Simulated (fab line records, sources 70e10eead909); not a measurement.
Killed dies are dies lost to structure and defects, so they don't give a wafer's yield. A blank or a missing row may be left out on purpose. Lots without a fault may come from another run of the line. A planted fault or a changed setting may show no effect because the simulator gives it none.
Problem report in the 8D (eight disciplines) form, filled by code | flow nand_harc | the parts of the form that need people (team, actions taken, sign-off) are left out

1. THE PROBLEM
thk_nm at NHARC_A_CHANNEL_FILL_D2_THK_MEAS_06 reads a mean of 12.1 nm on 6 wafers of 2 lots; wafers without a fault read 5.0 nm with a standard deviation of 1. That is +7.1 standard deviations from the usual mean.
The step: measures by ellipsometry.
First seen on wafer L473.1, day 20 02:15, on film_metro-01. The record holds 24 wafers of 8 lots with a number at this step. Rule for "out", or "out of limits": more than 4 standard deviations from the usual mean. The other wafers with a number count as sound.

2. WHAT IT IS AND WHAT IT IS NOT
question                    | is                           | is not
which readings at this step | thk_nm                       | -
which lots                  | L472, L473                   | L461, L462, L478, L479, L481, L483
which wafers of those lots  | all that have a number       | -
read on which gauges        | film_metro-01, film_metro-02 | -
when                        | from day 20 02:15            | up to then (6 sound wafers); but 12 sound wafers of L478, L479, L481, L483 came after

3. SUSPECTS, AND WHAT RULES EACH OUT
Counting: a tool at a process step up to the reading stays a suspect if it ran every lot that is out and no sound lot after the first of them.
- the gauge at NHARC_A_CHANNEL_FILL_D2_THK_MEAS_06: ruled out. The wafers that are out were read on 2 gauges (film_metro-01, film_metro-02).
- rie_diel-01 at NHARC_A_CHANNEL_HOLE_D2_STRIP_28 (strips in O2): ruled out as a lasting fault. Sound lots L483 ran on it after its first lot that is out, L473 (day 19 13:52). NHARC_A_CHANNEL_HOLE_D2_STRIP_28 gives no start for some lots, so the hours and the order of its lots are those of NHARC_A_CHANNEL_FILL_D2_ETCHBACK_19.
- lpcvd_poly-01 at NHARC_A_CHANNEL_FILL_D2_CVD_05 (deposits poly-Si, target thk 5 nm): kept. It ran every lot that is out, first L472 (day 19 16:33), and no sound lot after that; its last sound lot up to then is L461 (day 15 07:28). Its own readings are out on those wafers: spike_tc_bottom_C, spike_tc_centre_C, spike_tc_lower_C, spike_tc_top_C, spike_tc_upper_C, tube_center_temp_C, zone_power_lower_pct.
Left after counting: lpcvd_poly-01 at NHARC_A_CHANNEL_FILL_D2_CVD_05.

4. THE CAUSE (what the simulator had put in)
Process parameter drift: lpcvd_poly-01, from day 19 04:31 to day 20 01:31, at NHARC_A_CHANNEL_FILL_D2_CVD_05. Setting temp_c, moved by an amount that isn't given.
Counting left only this tool.

5. THE CHAIN OF EFFECTS, in route order
Each row: a reading whose mean over the struck wafers that have a number lies more than 3 standard deviations from the usual. Only readings for which the record gives a usual standard deviation are gone through. hours: the time from each lot's start at the first step in this table that gives one to its start at this step, as a median over the lots. sigmas: the change in usual standard deviations.
hours | step                                | reading                           | usual   | on struck wafers | change | sigmas
0     | NHARC_A_CHANNEL_FILL_D2_CVD_05      | spike_tc_bottom_C                 | 571.3 C | 602.1            | +30.8  | +19
0     | NHARC_A_CHANNEL_FILL_D2_CVD_05      | spike_tc_centre_C                 | 551.4 C | 583.7            | +32.3  | +29
0     | NHARC_A_CHANNEL_FILL_D2_CVD_05      | spike_tc_lower_C                  | 551.2 C | 584.3            | +33.1  | +25
0     | NHARC_A_CHANNEL_FILL_D2_CVD_05      | spike_tc_top_C                    | 570 C   | 603              | +33    | +9.5
0     | NHARC_A_CHANNEL_FILL_D2_CVD_05      | spike_tc_upper_C                  | 549.4 C | 583.1            | +33.7  | +26
0     | NHARC_A_CHANNEL_FILL_D2_CVD_05      | tube_center_temp_C                | 550 C   | 582              | +32    | +99 or more
0     | NHARC_A_CHANNEL_FILL_D2_CVD_05      | zone_power_lower_pct              | 6.73 %  | 7.29             | +0.56  | +7.3
10    | NHARC_A_CHANNEL_FILL_D2_THK_MEAS_06 | thk_nm                            | 5.0 nm  | 12.1             | +7.1   | +7.1
226   | NHARC_END_WLT_00                    | VT_DECK2_BOTTOM                   | 0.869   | 1.072            | +0.203 | +29
226   | NHARC_END_WLT_00                    | VT_DECK2_BOTTOM_INNER             | 0.869   | 1.071            | +0.202 | +29
226   | NHARC_END_WLT_00                    | VT_DECK2_MEDIAN_NEAR_BOTTOM       | 0.870   | 1.077            | +0.207 | +27
226   | NHARC_END_WLT_00                    | VT_DECK2_MEDIAN_NEAR_BOTTOM_INNER | 0.871   | 1.077            | +0.206 | +29
226   | NHARC_END_WLT_00                    | VT_DECK2_MIDDLE                   | 0.884   | 1.107            | +0.223 | +31
226   | NHARC_END_WLT_00                    | VT_DECK2_MIDDLE_INNER             | 0.884   | 1.110            | +0.226 | +32
226   | NHARC_END_WLT_00                    | VT_DECK2_TOP                      | 0.896   | 1.131            | +0.235 | +33
226   | NHARC_END_WLT_00                    | VT_DECK2_TOP_INNER                | 0.896   | 1.137            | +0.241 | +35
The process steps in it:
- NHARC_A_CHANNEL_FILL_D2_CVD_05: deposits poly-Si, target thk 5 nm.
Later measuring or inspecting steps at which every struck wafer that the step has a row for has a number for every such reading, and none has moved that far: NHARC_END_SORT_01.

6. WHAT WOULD HAVE CAUGHT IT SOONER
In this record the first reading out of limits at a measuring or inspecting step was taken at day 20 02:15, 22 hours after the fault began at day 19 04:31.
The tool's own readings at NHARC_A_CHANNEL_FILL_D2_CVD_05 were out on every struck wafer that the step has a row for (spike_tc_bottom_C, spike_tc_centre_C, spike_tc_lower_C, spike_tc_top_C, spike_tc_upper_C, tube_center_temp_C, zone_power_lower_pct): an alarm limit on them would have fired on the first of those.
All the lots that are out (2) had begun NHARC_A_CHANNEL_FILL_D2_CVD_05 on lpcvd_poly-01 by day 20 02:15. A hold on the tool at that time would have spared none of them.
